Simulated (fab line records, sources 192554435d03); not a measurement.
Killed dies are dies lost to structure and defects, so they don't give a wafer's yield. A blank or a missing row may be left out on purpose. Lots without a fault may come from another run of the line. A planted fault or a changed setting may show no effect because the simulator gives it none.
Chamber matching | flow n5_finfet | N5_BEOL_M0_SAQP_MANDREL_ETCH_103 on rie_si-04: 4 sister chambers
The step etches a-Si in HBr/Cl2, stops on SiCN, target depth 45 nm, bt time 10 s, time 27 s. 4 wafers are shown with their chamber, then 11 later ones without.

WAFERS WITH THEIR CHAMBER
wafer  | chamber | drypump_motor_current_A (A)
L086.5 | 1       | 5.0
L088.5 | 2       | 5.9
L088.6 | 3       | 6.2
L090.2 | 0       | 6.2

WAFERS WITHOUT THEIR CHAMBER
wafer  | drypump_motor_current_A (A)
L090.3 | 5.9
L090.6 | 5.0
L093.1 | 5.0
L093.3 | 5.9
L093.6 | 5.9
L094.1 | 6.2
L094.3 | 5.9
L094.4 | 5.0
L096.1 | 6.1
L096.5 | 6.2
L096.6 | 5.0

WHICH CHAMBER EACH WENT THROUGH
wafer  | from the rows above     | in truth
L090.3 | 2                       | 2
L090.6 | 1                       | 1
L093.1 | 1                       | 1
L093.3 | 2                       | 2
L093.6 | 2                       | 2
L094.1 | can't be placed: 0 or 3 | 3
L094.3 | 2                       | 2
L094.4 | 1                       | 1
L096.1 | can't be placed: 0 or 3 | 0
L096.5 | can't be placed: 0 or 3 | 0
L096.6 | 1                       | 1
Placed correctly: 8 of 11. Can't be placed from these rows: 3 (the true chamber is among the candidates in 3). Placed wrongly: 0.
How it was worked out, from the rows above alone: a wafer's distance from a chamber is the root of the sum, over the readings, of the square of ((its reading less the chamber's mean) divided by the reading's scatter). The wafer belongs to the nearest chamber; if the next one is less than 2 further off, it can't be placed. A chamber's mean is the mean of its shown wafers. The scatter: with one shown wafer a chamber, the root of the mean of the squares of how far each hidden wafer lies from its nearest shown one.
